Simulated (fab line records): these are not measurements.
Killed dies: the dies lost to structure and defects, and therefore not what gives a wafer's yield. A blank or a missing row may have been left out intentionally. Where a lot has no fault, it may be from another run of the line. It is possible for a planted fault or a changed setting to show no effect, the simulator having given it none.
Chamber matching	flow n5_finfet	N5_BEOL_M3_ETCH_69 on rie_diel-04 has 4 sister chambers
The step etches SiARC in CF4, target depth 15.6 nm, time 26 s. 20 wafers are shown with their chamber, then 10 later ones without.

## WAFERS WITH THEIR CHAMBER
wafer	chamber	drypump_motor_current_A (A)	showerhead_plenum_p_Torr (Torr)	throttle_valve_pct (%)
L074.4	0	5.1	2.04	15.52
L074.5	3	6.0	2.07	15.62
L074.6	2	6.3	2.12	15.88
L075.2	2	6.3	2.12	15.90
L075.3	0	5.1	2.04	15.52
L075.4	3	6.1	2.07	15.63
L077.2	3	6.1	2.07	15.63
L077.4	0	5.1	2.04	15.52
L077.5	0	5.1	2.04	15.54
L079.2	1	5.0	2.05	15.61
L079.3	2	6.3	2.12	15.93
L079.5	0	5.1	2.03	15.53
L080.1	2	6.3	2.12	15.92
L080.5	0	5.1	2.03	15.53
L080.6	1	5.0	2.05	15.63
L081.2	3	6.0	2.07	15.65
L081.3	0	5.1	2.03	15.53
L081.5	1	5.0	2.05	15.63
L090.3	0	5.1	2.03	15.59
L090.5	2	6.3	2.11	15.95

SIGNATURES, as means of the wafers listed above
reading	chamber 0	chamber 1	chamber 2	chamber 3	scatter within a chamber
drypump_motor_current_A	5.100	5.000	6.300	6.050	0.025
showerhead_plenum_p_Torr	2.0350	2.0500	2.1180	2.0700	0.00418
throttle_valve_pct	15.5350	15.6233	15.9160	15.6325	0.0216
Rule: for a wafer and a chamber, the distance is found by dividing, reading by reading, the gap between the wafer's reading and the chamber's mean by the reading's scatter, squaring, summing and taking the root. The wafer belongs to the nearest chamber; if the next one is less than 2 further off, it can't be placed. The scatter: take each reading less its chamber's mean, square it, sum over the shown wafers, divide by the number of wafers less the number of chambers, and take the root.

## WAFERS WITHOUT THEIR CHAMBER
wafer	drypump_motor_current_A (A)	showerhead_plenum_p_Torr (Torr)	throttle_valve_pct (%)
L090.6	6.1	2.06	15.69
L094.1	5.0	2.05	15.67
L094.2	6.1	2.06	15.68
L094.6	6.1	2.06	15.71
L095.1	6.3	2.11	15.96
L095.5	5.0	2.04	15.67
L095.6	5.1	2.02	15.58
L097.1	6.3	2.11	15.98
L097.3	5.1	2.02	15.60
L097.5	6.3	2.11	15.97

## EACH ONE'S CHAMBER
wafer	from the rows above	in truth
L090.6	3	3
L094.1	1	1
L094.2	3	3
L094.6	3	3
L095.1	2	2
L095.5	1	1
L095.6	0	0
L097.1	2	2
L097.3	0	0
L097.5	2	2
Placed correctly: 10 of 10. From these rows, 0 cannot be placed. Wrongly placed: 0.
